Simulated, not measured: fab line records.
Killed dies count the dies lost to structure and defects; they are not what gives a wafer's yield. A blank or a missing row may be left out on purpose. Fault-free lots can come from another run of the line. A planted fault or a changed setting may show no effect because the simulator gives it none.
fab line records ; flow nand-harc
record lots=11; wafers=33; last-day=23
route steps=1159 shown P_GATE@172 END@1159
lots with no fault: from the same line, run without faults
start-h: the number of hours between the record's first day and the start of the first shown wafer of the lot ; wait-h: time in hours since the lot's previous step ; " same as the row above ; L1.1+2: a row that stands for several wafers ; - no value, or no start given ; * or withheld: withheld ; < > ~ a bound
route shown NAME@n: a module of which the file shows steps, and the number in the route of the first ; usual: the fault-free wafers' mean and standard deviation ; same: alike in all rows ; chamber/n: place in a boat ; sites: each site's reading ; _std_site: their standard deviation ; _edge_site: outer sites' mean less inner sites' ; radius-mm: how far each site lies from the wafer's centre ; mask NAME#n: copy n ; behind: tool/chamber where the wafer was last shaped ; hold: why the lot was held/for how many hours/how that ended ; device: the n, p or np transistor that did not switch ; end of line: tests run on the same wafers once the route is complete ; step lacking rows: just its recipe ; killed: count of dies lost to structure and defects at first sort (not the wafer's yield) ; map: a wafer's dies, x killed, . not, _ none there
set.NAME: the setting the step ran with; set.NAME@STEP: the setting that earlier step ran with ; model.NAME: the simulator's own value behind a step, which no gauge read
one table for each step of the route and one row for each wafer, over a sample of lots
services: a tool's chamber out of use, with start hour (start-h, from the record's first day; less than 0 if before it), hours out, and reason
## steps
# step NHARC_P_GATE_DESCUM_48
# recipe time-s=3; o2-flow-sccm=200; ar-flow-sccm=0; bias-power-w=0; chemistry=O2
# usual drypump-motor-current-A=5.7/0.38; mfc-ar-sccm=0.007/0.012; oes-product-au=1.000/0.0075; rf-vpp-V=57.9/0.96; showerhead-plenum-p-Torr=1.92/0.093; throttle-valve-pct=11.310/0.0087
lot.wafer;tool;chamber;start-h;wait-h;drypump-motor-current-A;mfc-ar-sccm;oes-product-au;rf-hours-counter-h;rf-vpp-V;showerhead-plenum-p-Torr;throttle-valve-pct
L978.4;rie-diel-03;1;100.62;-;6.4;0.017;1.007;19;57.1;1.82;11.321
L978.5;rie-diel-03;0;100.62;-;5.2;0;0.998;-;57.1;1.79;11.298
L978.6;rie-diel-03;1;100.62;-;6.4;0.017;0.998;-;57.7;1.82;11.295
L980.1;rie-diel-03;3;121.62;-;6.4;0.044;0.995;28;59.0;2.04;11.323
L980.3;rie-diel-03;1;121.62;-;6.4;0.017;0.986;27;58.4;1.82;11.315
L980.4;rie-diel-03;2;121.62;-;6.7;0;1.008;27;56.6;1.92;11.312
L981.1;rie-diel-04;3;121.78;-;6.0;0.011;0.990;0;58.7;2.03;11.312
L981.2;rie-diel-04;1;121.78;-;6.2;0;0.995;0;57.3;1.78;11.310
L981.6;rie-diel-04;2;121.78;-;5.6;0;1.001;-;55.7;1.80;11.296
L983.2;rie-diel-01;2;124.85;-;5.5;0.026;0.994;29;56.6;1.81;11.308
L983.6;rie-diel-01;1;124.85;-;5.7;0;1.010;-;57.5;2.00;11.313
L983.5;rie-diel-01;2;124.85;-;5.6;0.026;0.999;-;57.0;1.81;11.312
L984.3;rie-diel-04;1;141.54;-;6.1;0;1.000;7;58.1;1.78;11.311
L984.6;rie-diel-04;2;141.54;-;5.6;0;0.992;-;57.0;1.79;11.311
L984.5;rie-diel-04;3;141.54;-;6.0;0.011;0.997;-;58.8;2.03;11.298
L985.4;rie-diel-01;2;159.03;-;5.6;0.026;1.003;1;58.3;1.81;11.313
L985.2;rie-diel-01;3;159.03;-;5.6;0;1.002;2;57.3;2.01;11.306
L985.6;rie-diel-01;2;159.03;-;5.6;0.026;0.997;-;58.3;1.81;11.306
L989.1;rie-diel-01;0;167.54;-;5.3;0;0.995;3;57.6;1.97;11.304
L989.3;rie-diel-01;1;167.54;-;5.7;0;0.990;3;57.4;1.99;11.312
L989.6;rie-diel-01;3;167.54;-;5.6;0;1.003;-;57.6;2.01;11.310
L988.3;rie-diel-01;3;167.82;-;5.6;0;1.011;3;58.9;2.01;11.314
L988.2;rie-diel-01;0;167.82;-;5.3;0;1.011;3;58.0;1.97;11.312
L988.1;rie-diel-01;2;167.82;-;5.6;0.026;1.008;3;57.0;1.81;11.314
L994.1;rie-diel-01;0;199.13;-;5.3;0;1.005;8;57.3;1.97;11.297
L994.3;rie-diel-01;3;199.13;-;5.6;0;1.003;8;56.6;2.01;11.305
L994.6;rie-diel-01;0;199.13;-;5.3;0;1.018;-;58.8;1.97;11.312
L996.3;rie-diel-03;2;208.05;-;6.8;0;1.006;55;59.0;1.91;11.301
L996.2;rie-diel-03;3;208.05;-;6.4;0.044;1.007;54;58.8;2.03;11.316
L996.4;rie-diel-03;0;208.05;-;5.2;0;1.006;58;56.9;1.78;11.309
L995.4;rie-diel-04;1;210.12;-;6.2;0;1.010;34;56.8;1.77;11.323
L995.3;rie-diel-04;3;210.12;-;6.0;0.011;0.985;34;58.6;2.02;11.297
L995.6;rie-diel-04;0;210.12;-;5.9;0.006;1.005;-;56.5;1.96;11.314
# step NHARC_P_GATE_DESCUM_61
# recipe time-s=3; o2-flow-sccm=200; ar-flow-sccm=0; bias-power-w=0; chemistry=O2
# usual drypump-motor-current-A=5.7/0.38; mfc-ar-sccm=0.007/0.012; oes-product-au=1.001/0.008; rf-vpp-V=57.8/0.84; showerhead-plenum-p-Torr=1.93/0.093; throttle-valve-pct=11.311/0.01
lot.wafer;tool;chamber;start-h;wait-h;drypump-motor-current-A;mfc-ar-sccm;oes-product-au;rf-hours-counter-h;rf-vpp-V;showerhead-plenum-p-Torr;throttle-valve-pct
L978.4;rie-diel-01;0;102.37;-;5.3;0;1.015;26;57.0;1.97;11.306
L978.5;rie-diel-01;0;102.37;-;5.3;0;1.005;-;58.0;1.97;11.314
L978.6;rie-diel-01;1;102.37;-;5.7;0;1.008;-;56.8;2.00;11.296
L980.4;rie-diel-04;2;123.38;-;5.6;0;0.981;1;56.8;1.80;11.305
L980.1;rie-diel-04;3;123.38;-;6.1;0.011;0.982;1;57.4;2.03;11.310
L980.3;rie-diel-04;1;123.38;-;6.1;0;0.998;1;57.2;1.78;11.308
L981.2;rie-diel-03;3;123.70;-;6.4;0.044;1.008;28;58.3;2.04;11.305
L981.1;rie-diel-03;0;123.70;-;5.2;0;1.000;28;58.0;1.79;11.300
L981.6;rie-diel-03;2;123.70;-;6.7;0;0.997;-;59.2;1.92;11.298
L983.2;rie-diel-04;1;126.49;-;6.1;0;1.001;2;56.6;1.78;11.315
L983.6;rie-diel-04;0;126.49;-;5.9;0.006;0.999;-;56.1;1.98;11.318
L983.5;rie-diel-04;1;126.49;-;6.1;0;1.000;-;56.3;1.78;11.313
L984.3;rie-diel-04;3;143.26;-;6.0;0.011;1.005;9;57.4;2.03;11.315
L984.6;rie-diel-04;3;143.26;-;6.0;0.011;1.000;-;57.8;2.03;11.321
L984.5;rie-diel-04;0;143.26;-;6.0;0.006;1.013;-;58.3;1.97;11.304
L985.4;rie-diel-04;3;160.80;-;6.1;0.011;1.004;15;58.6;2.03;11.307
L985.2;rie-diel-04;0;160.80;-;6.0;0.006;1.007;15;57.3;1.97;11.306
L985.6;rie-diel-04;2;160.80;-;5.6;0;0.999;-;57.0;1.79;11.304
L989.3;rie-diel-01;0;169.17;-;5.3;0;1.010;3;59.0;1.97;11.326
L989.1;rie-diel-01;2;169.17;-;5.5;0.026;1.005;3;57.8;1.81;11.309
L989.6;rie-diel-01;1;169.17;-;5.7;0;1.013;-;58.2;1.99;11.321
L988.2;rie-diel-01;1;169.68;-;5.8;0;1.000;3;58.1;1.99;11.319
L988.1;rie-diel-01;2;169.68;-;5.5;0.026;0.986;3;56.4;1.81;11.319
L988.3;rie-diel-01;3;169.68;-;5.6;0;1.001;3;58.5;2.01;11.302
L994.1;rie-diel-01;0;201.07;-;5.3;0;1.013;8;58.2;1.97;11.322
L994.3;rie-diel-01;1;201.07;-;5.7;0;0.997;8;57.6;1.99;11.318
L994.6;rie-diel-01;2;201.07;-;5.6;0.026;0.988;-;57.2;1.81;11.300
L996.2;rie-diel-01;3;209.80;-;5.6;0;0.998;10;58.8;2.01;11.321
L996.3;rie-diel-01;0;209.80;-;5.3;0;1.003;10;57.4;1.97;11.311
L996.4;rie-diel-01;2;209.80;-;5.6;0.026;0.998;10;59.0;1.81;11.326
L995.4;rie-diel-01;2;211.87;-;5.5;0.026;0.995;10;58.6;1.81;11.302
L995.3;rie-diel-01;3;211.87;-;5.6;0;1.001;10;58.4;2.01;11.317
L995.6;rie-diel-01;1;211.87;-;5.7;0;1.009;-;58.0;1.99;11.310
# step NHARC_P_GATE_EXPOSE_88
# recipe na=0.6; target-cd-nm=2000; dose-mj=11.87; mask-id=P_HVN
# usual reticle-temp-C=23.00/0.1
lot.wafer;tool;chamber;start-h;wait-h;mask;reticle-temp-C
L978.4;krf-scanner-04;0;104.04;-;P_HVN#0;23.14
L978.5;krf-scanner-04;0;104.04;-;P_HVN#0;23.09
L978.6;krf-scanner-04;0;104.04;-;P_HVN#0;23.05
L980.1;krf-scanner-03;0;124.77;-;P_HVN#0;23.01
L980.3;krf-scanner-03;0;124.77;-;P_HVN#0;23.10
L980.4;krf-scanner-03;0;124.77;-;P_HVN#0;23.12
L981.1;krf-scanner-04;0;125.10;-;P_HVN#0;22.90
L981.2;krf-scanner-04;0;125.10;-;P_HVN#0;22.78
L981.6;krf-scanner-04;0;125.10;-;P_HVN#0;22.88
L983.2;krf-scanner-01;0;127.88;-;P_HVN#0;22.97
L983.5;krf-scanner-01;0;127.88;-;P_HVN#0;23.06
L983.6;krf-scanner-01;0;127.88;-;P_HVN#0;22.94
L984.3;krf-scanner-03;0;144.66;-;P_HVN#0;22.88
L984.5;krf-scanner-03;0;144.66;-;P_HVN#0;22.89
L984.6;krf-scanner-03;0;144.66;-;P_HVN#0;22.88
L985.2;krf-scanner-04;0;162.06;-;P_HVN#0;22.83
L985.4;krf-scanner-04;0;162.06;-;P_HVN#0;23.20
L985.6;krf-scanner-04;0;162.06;-;P_HVN#0;23.06
L989.1;krf-scanner-01;0;170.56;-;P_HVN#0;23.14
L989.3;krf-scanner-01;0;170.56;-;P_HVN#0;23.10
L989.6;krf-scanner-01;0;170.56;-;P_HVN#0;23.05
L988.1;krf-scanner-01;0;170.94;-;P_HVN#0;22.87
L988.2;krf-scanner-01;0;170.94;-;P_HVN#0;23.06
L988.3;krf-scanner-01;0;170.94;-;P_HVN#0;22.98
L994.1;krf-scanner-01;0;202.44;-;P_HVN_R1#0;22.94
L994.3;krf-scanner-01;0;202.44;-;P_HVN_R1#0;23.07
L994.6;krf-scanner-01;0;202.44;-;P_HVN_R1#0;23.02
L996.2;krf-scanner-01;0;211.08;-;P_HVN#0;23.13
L996.3;krf-scanner-01;0;211.08;-;P_HVN#0;23.06
L996.4;krf-scanner-01;0;211.08;-;P_HVN#0;23.07
L995.3;krf-scanner-03;0;213.26;-;P_HVN#0;22.95
L995.4;krf-scanner-03;0;213.26;-;P_HVN#0;22.99
L995.6;krf-scanner-03;0;213.26;-;P_HVN#0;23.14
# step NHARC_P_GATE_CD_MEAS_91
# recipe target-cd-nm=2000; landing-energy-ev=500
# usual cd-nm=1999.3/1.4
lot.wafer;tool;chamber;start-h;wait-h;cd-nm
L978.4;cd-sem-02;0;104.19;-;2002.3
L978.5;cd-sem-02;0;104.19;-;2000.1
L978.6;cd-sem-02;0;104.19;-;1999.1
L980.1;cd-sem-02;0;124.92;-;1999.6
L980.3;cd-sem-02;0;124.92;-;2000.2
L980.4;cd-sem-02;0;124.92;-;1999.5
L981.1;cd-sem-03;0;125.26;-;1996.0
L981.2;cd-sem-03;0;125.26;-;1996.6
L981.6;cd-sem-03;0;125.26;-;1995.9
L983.2;cd-sem-02;0;128.03;-;1999.5
L983.5;cd-sem-02;0;128.03;-;1999.1
L983.6;cd-sem-02;0;128.03;-;1998.9
L984.3;cd-sem-01;0;144.81;-;1997.6
L984.5;cd-sem-01;0;144.81;-;1998.7
L984.6;cd-sem-01;0;144.81;-;1999.4
L985.2;cd-sem-01;0;162.22;-;1999.8
L985.4;cd-sem-01;0;162.22;-;1998.5
L985.6;cd-sem-01;0;162.22;-;1999.1
L989.1;cd-sem-02;0;170.72;-;1999.2
L989.3;cd-sem-02;0;170.72;-;1997.7
L989.6;cd-sem-02;0;170.72;-;1997.2
L988.1;cd-sem-02;0;171.10;-;1999.4
L988.2;cd-sem-02;0;171.10;-;1999.0
L988.3;cd-sem-02;0;171.10;-;1997.4
L994.1;cd-sem-03;0;202.60;-;1905.0
L994.3;cd-sem-03;0;202.60;-;1905.1
L994.6;cd-sem-03;0;202.60;-;1905.4
L996.2;cd-sem-01;0;211.23;-;1999.0
L996.3;cd-sem-01;0;211.23;-;1998.4
L996.4;cd-sem-01;0;211.23;-;1999.0
L995.3;cd-sem-03;0;213.41;-;2000.3
L995.4;cd-sem-03;0;213.41;-;1999.7
L995.6;cd-sem-03;0;213.41;-;2001.6
# step NHARC_P_GATE_RTA_82
# recipe temp-c=450; time-s=30
# usual lamp-power-pct=3.48/0.087; lamp_zone_1_pct=3.48/0.087; wafer_temp_C_max=452.4/0.55
lot.wafer;tool;chamber;start-h;wait-h;lamp-power-pct;lamp_zone_1_pct;wafer_temp_C_max
L978.4;rtp-anneal-01;0;107.45;-;3.39;3.39;452.5
L978.5;rtp-anneal-01;0;107.45;-;3.39;3.39;452.1
L978.6;rtp-anneal-01;0;107.45;-;3.39;3.39;452.9
L980.1;rtp-anneal-01;0;128.12;-;3.38;3.39;451.9
L980.3;rtp-anneal-01;0;128.12;-;3.39;3.38;452.3
L980.4;rtp-anneal-01;0;128.12;-;3.39;3.39;452.6
L981.1;rtp-anneal-02;0;128.32;-;3.56;3.56;452.0
L981.2;rtp-anneal-02;0;128.32;-;3.57;3.57;452.7
L981.6;rtp-anneal-02;0;128.32;-;3.56;3.56;452.2
L983.2;rtp-anneal-02;0;131.03;-;3.56;3.57;452.6
L983.5;rtp-anneal-02;0;131.03;-;3.56;3.56;453.5
L983.6;rtp-anneal-02;0;131.03;-;3.56;3.56;452.1
L984.3;rtp-anneal-02;0;148.11;-;3.56;3.56;452.5
L984.5;rtp-anneal-02;0;148.11;-;3.56;3.57;452.2
L984.6;rtp-anneal-02;0;148.11;-;3.57;3.56;452.8
L985.2;rtp-anneal-01;0;165.10;-;3.39;3.39;451.7
L985.4;rtp-anneal-01;0;165.10;-;3.39;3.39;451.7
L985.6;rtp-anneal-01;0;165.10;-;3.39;3.39;451.8
L989.1;rtp-anneal-01;0;173.65;-;3.39;3.39;452.7
L989.3;rtp-anneal-01;0;173.65;-;3.38;3.39;452.7
L989.6;rtp-anneal-01;0;173.65;-;3.39;3.39;452.8
L988.1;rtp-anneal-02;0;174.36;-;3.56;3.56;452.7
L988.2;rtp-anneal-02;0;174.36;-;3.56;3.57;452.9
L988.3;rtp-anneal-02;0;174.36;-;3.57;3.57;452.1
L994.1;rtp-anneal-01;0;205.61;-;3.39;3.39;452.9
L994.3;rtp-anneal-01;0;205.61;-;3.39;3.40;452.6
L994.6;rtp-anneal-01;0;205.61;-;3.39;3.39;452.8
L996.2;rtp-anneal-02;0;214.10;-;3.56;3.56;453.7
L996.3;rtp-anneal-02;0;214.10;-;3.56;3.56;452.0
L996.4;rtp-anneal-02;0;214.10;-;3.57;3.56;451.9
L995.3;rtp-anneal-02;0;216.47;-;3.57;3.56;452.8
L995.4;rtp-anneal-02;0;216.47;-;3.57;3.56;452.9
L995.6;rtp-anneal-02;0;216.47;-;3.56;3.56;452.5
# step NHARC_END_SORT_01
# recipe temp-c=25
# usual killed-at-array=27/11; killed-at-other=0.8/1.1; killed-at-periphery=2.8/1.9; killed-dies=30/11; killed-open=3.3/1.8; killed-short=2.3/1.5
# same gross-dies=677
lot.wafer;tool;chamber;start-h;wait-h;killed-at-array;killed-at-other;killed-at-periphery;killed-dies;killed-open;killed-short
L985.2;prober-01;0;482.54;2.8;15;0;2;17;4;2
L985.4;prober-01;0;484.14;3.4;19;0;1;20;4;3
L985.6;prober-01;0;485.74;4.0;9;2;2;13;3;2
L994.1;prober-02;0;547.87;2.5;38;0;1;39;0;1
L994.3;prober-02;0;549.47;3.1;33;1;2;36;6;2
L994.6;prober-02;0;551.88;4.0;35;1;1;37;1;3
# killed by level:class
L985.2 A_STAIRCASE:chamber-film-flake=5 A_CHANNEL_FILL_D1:chamber-film-flake=3 A_CONTACT:geometric-particle:open=2 P_GATE:geometric-particle:open=1 P_M1:geometric-particle:open=1 A_ONON_D1:geometric-particle:short=1 A_CHANNEL_HOLE_D1:geometric-particle:short=1 A_CHANNEL_HOLE_D1:chamber-film-flake=1
L985.4 A_CHANNEL_HOLE_D1:chamber-film-flake=7 A_STAIRCASE:chamber-film-flake=3 A_CHANNEL_FILL_D1:geometric-particle:short=2 A_M0:geometric-particle:open=2 A_CHANNEL_FILL_D1:geometric-particle:open=1 A_SGD_CUT:geometric-particle:short=1 A_WL_FILL:geometric-particle:open=1 P_STI:chamber-film-flake=1
L985.6 A_CONTACT:chamber-film-flake=2 P_STI:geometric-particle:open=1 A_ONON_D1:geometric-particle:open=1 A_CONTACT:geometric-particle:open=1 A_BLC:geometric-particle:short=1 P_STI:chamber-film-flake=1 STARTING-WAFER:geometric-particle:short=1 A_CHANNEL_HOLE_D1:chamber-film-flake=1
L994.1 A_CHANNEL_HOLE_D1:chamber-film-flake=21 A_SLIT:chamber-film-flake=8 A_CONTACT:chamber-film-flake=6 A_STAIRCASE:chamber-film-flake=2 P_GATE:geometric-particle:short=1 A_ZERO_WELL:chamber-film-flake=1
L994.3 A_CHANNEL_HOLE_D1:chamber-film-flake=11 A_SLIT:chamber-film-flake=8 A_CONTACT:chamber-film-flake=5 A_STAIRCASE:chamber-film-flake=2 P_GATE:geometric-particle:open=1 P_CONTACT:geometric-particle:open=1 A_ONON_D1:geometric-particle:open=1 A_ONON_D1:geometric-particle:short=1
L994.6 A_CHANNEL_HOLE_D1:chamber-film-flake=13 A_SLIT:chamber-film-flake=9 A_CONTACT:chamber-film-flake=6 A_STAIRCASE:chamber-film-flake=5 P_GATE:geometric-particle:short=1 A_CONTACT:geometric-particle:short=1 A_BLC:geometric-particle:open=1 STARTING-WAFER:geometric-particle:short=1
## services
tool;chamber;start-h;hours;kind
krf-scanner-03;-;78.45;12.5;repair
krf-scanner-01;-;84.00;4.0;pm
rie-diel-01;0;92.61;-;clean
rie-diel-01;1;92.61;-;clean
rie-diel-01;2;92.61;-;clean
rie-diel-01;3;92.61;-;clean
krf-scanner-03;-;111.33;1.3;repair
rie-diel-04;-;112.24;9.0;pm
krf-scanner-01;-;114.16;1.4;repair
rie-diel-01;0;117.11;-;clean
rie-diel-01;1;117.11;-;clean
rie-diel-03;3;123.73;5.0;repair
krf-scanner-04;-;126.00;4.0;pm
krf-scanner-01;-;132.95;0.2;repair
krf-scanner-01;-;135.56;1.4;repair
rie-diel-01;-;137.83;9.0;pm
krf-scanner-03;-;168.00;4.0;pm
rie-diel-04;-;186.22;1.5;repair
rie-diel-04;3;192.49;1.6;repair
krf-scanner-03;-;196.63;1.4;repair
krf-scanner-01;-;197.30;0.6;repair
krf-scanner-04;-;211.44;10.3;repair
krf-scanner-01;-;211.99;10.6;repair
rie-diel-03;-;215.43;9.0;pm
## key
first-sign step=NHARC_P_GATE_EXPOSE_88; reading=mask; direction=changed
effect step=NHARC_P_GATE_CD_MEAS_91; reading=cd-nm; direction=down; sigmas=69; usual=1999.3; struck=1905.2
met-at NHARC_P_GATE_EXPOSE_88
struck-lots L994
tester-left-out L994
not-acting-at NHARC_P_GATE_DESCUM_48,NHARC_P_GATE_DESCUM_61,NHARC_P_GATE_RTA_82
onset-between 170.94 202.44
fault kind=wrong-mask; tool=any; chamber=-; onset-h=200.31; steps=NHARC_P_GATE_EXPOSE_88; aux-copy=P_HVN_R1#0; cd-offset-nm=-92.374; scope=struck-lots-only
# tester-left-out: of these lots the tester's yield and bins aren't shown, on N5 and GAA mostly nor the transistor test; their killed dies are dies lost to structure and defects alone, not to doping, threshold or leakage, so they don't give the yield
